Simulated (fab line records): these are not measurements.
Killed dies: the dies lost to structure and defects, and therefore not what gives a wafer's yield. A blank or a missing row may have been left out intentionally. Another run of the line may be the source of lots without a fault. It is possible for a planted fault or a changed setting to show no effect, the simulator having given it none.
Chamber matching + flow n5 finfet + 3 sister chambers for N5_BEOL_M1_CO_CAP_55 on cvd co-01
The step material Co, precursor CCTBA/H2, target thk 2 nm, time 102.1 s. 30 wafers are shown with their chamber, then 12 later ones without.

WAFERS WITH THEIR CHAMBER
| wafer  | chamber | heater power outer w (W) | heater power w (W) |
|--------|---------|--------------------------|--------------------|
| L074.1 | 2       | 141                      | 245                |
| L074.2 | 0       | 121                      | 213                |
| L074.3 | 2       | 137                      | 233                |
| L076.3 | 2       | 135                      | 244                |
| L076.4 | 2       | 138                      | 242                |
| L076.5 | 0       | 122                      | 217                |
| L082.1 | 2       | 139                      | 242                |
| L082.4 | 0       | 123                      | 218                |
| L082.6 | 2       | 142                      | 242                |
| L084.1 | 1       | 107                      | 218                |
| L084.4 | 2       | 141                      | 245                |
| L084.6 | 0       | 122                      | 216                |
| L085.1 | 2       | 141                      | 245                |
| L085.2 | 0       | 119                      | 216                |
| L085.3 | 1       | 109                      | 212                |
| L086.3 | 2       | 144                      | 236                |
| L086.4 | 1       | 110                      | 217                |
| L086.6 | 2       | 137                      | 243                |
| L087.2 | 0       | 120                      | 221                |
| L087.3 | 1       | 107                      | 211                |
| L087.4 | 2       | 141                      | 250                |
| L088.3 | 0       | 122                      | 213                |
| L088.4 | 2       | 136                      | 233                |
| L088.5 | 1       | 111                      | 211                |
| L090.1 | 2       | 143                      | 239                |
| L090.2 | 1       | 112                      | 217                |
| L090.3 | 0       | 121                      | 217                |
| L091.1 | 2       | 139                      | 237                |
| L091.5 | 0       | 120                      | 216                |
| L091.6 | 2       | 138                      | 241                |

SIGNATURES (averages over the wafers above)
| reading              | chamber 0 | chamber 1 | chamber 2 | scatter within a chamber |
|----------------------|-----------|-----------|-----------|--------------------------|
| heater power outer w | 121.11    | 109.33    | 139.47    | 2.21                     |
| heater power w       | 216.33    | 214.33    | 241.13    | 3.95                     |
Rule: a wafer lies at a distance from a chamber equal to the root of the sum of squares, over the readings, of (its reading less the chamber's mean, divided by the reading's scatter). The wafer belongs to the nearest chamber; if the next one is less than 2 further off, it can't be placed. The scatter: the root of (the sum of the squares of (reading less its chamber's mean) over the shown wafers, divided by (wafers less chambers)).

WAFERS WITH NO CHAMBER GIVEN
| wafer  | heater power outer w (W) | heater power w (W) |
|--------|--------------------------|--------------------|
| L092.1 | 139                      | 242                |
| L092.3 | 109                      | 218                |
| L092.4 | 140                      | 242                |
| L094.2 | 112                      | 215                |
| L094.3 | 139                      | 238                |
| L094.5 | 139                      | 240                |
| L095.1 | 108                      | 217                |
| L095.4 | 109                      | 213                |
| L095.6 | 143                      | 246                |
| L097.2 | 139                      | 245                |
| L097.5 | 139                      | 235                |
| L097.6 | 110                      | 216                |

CHAMBER TAKEN BY EACH
| wafer  | from the rows above | in truth |
|--------|---------------------|----------|
| L092.1 | 2                   | 2        |
| L092.3 | 1                   | 1        |
| L092.4 | 2                   | 2        |
| L094.2 | 1                   | 1        |
| L094.3 | 2                   | 2        |
| L094.5 | 2                   | 2        |
| L095.1 | 1                   | 1        |
| L095.4 | 1                   | 1        |
| L095.6 | 2                   | 2        |
| L097.2 | 2                   | 2        |
| L097.5 | 2                   | 2        |
| L097.6 | 1                   | 1        |
Correctly placed: 12 of 12. Not placeable from these rows: 0. Number placed wrongly: 0.
